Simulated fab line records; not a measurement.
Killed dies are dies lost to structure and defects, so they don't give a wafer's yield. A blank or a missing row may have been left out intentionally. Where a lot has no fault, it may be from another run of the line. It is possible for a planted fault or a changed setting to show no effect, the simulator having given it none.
Which tool was responsible? / flow n5-finfet / 10 lots with 30 wafers sampled at 5 steps, on a route of 1938 steps

WHAT EACH GAUGE READ, for each wafer
N5_BEOL_M4_RC_MEAS_101.
lot=L649; measured=day 8 17:11; on=prober-01; DIBL_N (mV/V)=37.4 37.8 36.8
lot=L651; measured=day 9 04:13; on=prober-02; DIBL_N (mV/V)=35.3 34.1 34.1
lot=L655; measured=day 10 10:31; on=prober-02; DIBL_N (mV/V)=39.2 37.6 38.4
lot=L656; measured=day 10 17:10; on=prober-01; DIBL_N (mV/V)=36.8 36.2 35.3
lot=L668; measured=day 14 18:17; on=prober-01; DIBL_N (mV/V)=36.4 37.5 37.3
lot=L667; measured=day 14 20:09; on=prober-02; DIBL_N (mV/V)=35.9 35.2 36.6
lot=L666; measured=day 14 22:52; on=prober-02; DIBL_N (mV/V)=35.9 37.9 36.3
lot=L670; measured=day 15 15:37; on=prober-01; DIBL_N (mV/V)=37.1 37.7 36.9
lot=L672; measured=day 15 15:25; on=prober-02; DIBL_N (mV/V)=36.2 36.1 35.8
lot=L671; measured=day 15 22:28; on=prober-01; DIBL_N (mV/V)=38.3 37.2 37.2

TOOL THAT RAN EACH LOT (tool first, then ch and the chambers of the sampled wafers, then the start)
lot=L649; N5_BEOL_M3_DEP_57=pecvd-01 ch 1,2, day 8 07:33; N5_BEOL_M4_ALD_98=ald-sin-03 ch 0,1,2, day 8 11:00; N5_BEOL_M4_ETCH_70=rie-diel-01 ch 1,2, day 8 12:56; N5_BEOL_M4_DEGAS_44=pvd-sputter-03, day 8 13:40
lot=L651; N5_BEOL_M3_DEP_57=pecvd-04 ch 1,2, day 8 13:19; N5_BEOL_M4_ALD_98=ald-sin-03 ch 0,2,3, day 8 16:16; N5_BEOL_M4_ETCH_70=rie-diel-01 ch 0,1, day 8 23:53; N5_BEOL_M4_DEGAS_44=pvd-sputter-01, day 9 00:40
lot=L655; N5_BEOL_M3_DEP_57=pecvd-04 ch 0,1,2, day 9 09:14; N5_BEOL_M4_ALD_98=ald-sin-04 ch 0,1,2, day 9 11:34; N5_BEOL_M4_ETCH_70=rie-diel-04 ch 0,2, day 9 21:55; N5_BEOL_M4_DEGAS_44=pvd-sputter-02, day 9 22:52
lot=L656; N5_BEOL_M3_DEP_57=pecvd-04 ch 1,2, day 10 03:18; N5_BEOL_M4_ALD_98=ald-sin-01 ch 1,2,3, day 10 05:32; N5_BEOL_M4_ETCH_70=rie-diel-04 ch 1,2, day 10 12:25; N5_BEOL_M4_DEGAS_44=pvd-sputter-01, day 10 13:10
lot=L668; N5_BEOL_M3_DEP_57=pecvd-03 ch 0,1,2, day 13 08:41; N5_BEOL_M4_ALD_98=ald-sin-01 ch 1,2, day 13 12:55; N5_BEOL_M4_ETCH_70=rie-diel-04 ch 0,1,3, day 14 13:27; N5_BEOL_M4_DEGAS_44=pvd-sputter-01, day 14 14:13
lot=L667; N5_BEOL_M3_DEP_57=pecvd-03 ch 0,1, day 13 14:59; N5_BEOL_M4_ALD_98=ald-sin-04 ch 0,1, day 13 17:38; N5_BEOL_M4_ETCH_70=rie-diel-05 ch 0,1,3, day 14 13:34; N5_BEOL_M4_DEGAS_44=pvd-sputter-01, day 14 14:18
lot=L666; N5_BEOL_M3_DEP_57=pecvd-03 ch 0,1,2, day 13 19:20; N5_BEOL_M4_ALD_98=ald-sin-03 ch 0,1, day 13 22:17; N5_BEOL_M4_ETCH_70=rie-diel-04 ch 1,3, day 14 18:17; N5_BEOL_M4_DEGAS_44=pvd-sputter-01, day 14 19:01
lot=L670; N5_BEOL_M3_DEP_57=pecvd-03 ch 0,1,2, day 14 11:34; N5_BEOL_M4_ALD_98=ald-sin-04 ch 0,1,3, day 14 13:37; N5_BEOL_M4_ETCH_70=rie-diel-01 ch 2,3, day 15 10:58; N5_BEOL_M4_DEGAS_44=pvd-sputter-02, day 15 11:41
lot=L672; N5_BEOL_M3_DEP_57=pecvd-04 ch 0,1, day 14 12:01; N5_BEOL_M4_ALD_98=ald-sin-01 ch 0,2,3, day 14 15:20; N5_BEOL_M4_ETCH_70=rie-diel-04 ch 1,3, day 15 11:00; N5_BEOL_M4_DEGAS_44=pvd-sputter-02, day 15 11:46
lot=L671; N5_BEOL_M3_DEP_57=pecvd-04 ch 1,2, day 14 13:51; N5_BEOL_M4_ALD_98=ald-sin-01 ch 0,1,2, day 14 16:26; N5_BEOL_M4_ETCH_70=rie-diel-05 ch 0,3, day 15 17:27; N5_BEOL_M4_DEGAS_44=pvd-sputter-02, day 15 18:32
- N5_BEOL_M3_DEP_57: deposits SiCN from 3MS/NH3, target thk 8 nm, time 14 s.
- N5_BEOL_M4_ALD_98: deposits SiO2, target thk 2.5 nm, pulse time 1 s, co reactant pulse time 1 s.
- N5_BEOL_M4_ETCH_70: etches SOC in N2/H2, target depth 80 nm, overetch 24 nm, time 130 s.
- N5_BEOL_M4_DEGAS_44: time 60 s.

THE ANSWER, worked out from the rows above alone
Rule: usual is defined by the lots themselves. The widest of any qualifying gaps counts: lots, ordered by their means at a reading, are off when they make up no more than a third of the lots, leave a main group of 4 or more, and stand apart from it by 3 or more times the standard deviation of that group's means. Not used: any main group whose means are identical at the precision the tables above print for the reading. A lot without any number at a reading at which 4 lots or more have one is off too. The other lots that the step has rows for count as sound.
Nothing can be told from this: no lot is off at any reading shown.

WHAT THE SIMULATOR HAD INSERTED
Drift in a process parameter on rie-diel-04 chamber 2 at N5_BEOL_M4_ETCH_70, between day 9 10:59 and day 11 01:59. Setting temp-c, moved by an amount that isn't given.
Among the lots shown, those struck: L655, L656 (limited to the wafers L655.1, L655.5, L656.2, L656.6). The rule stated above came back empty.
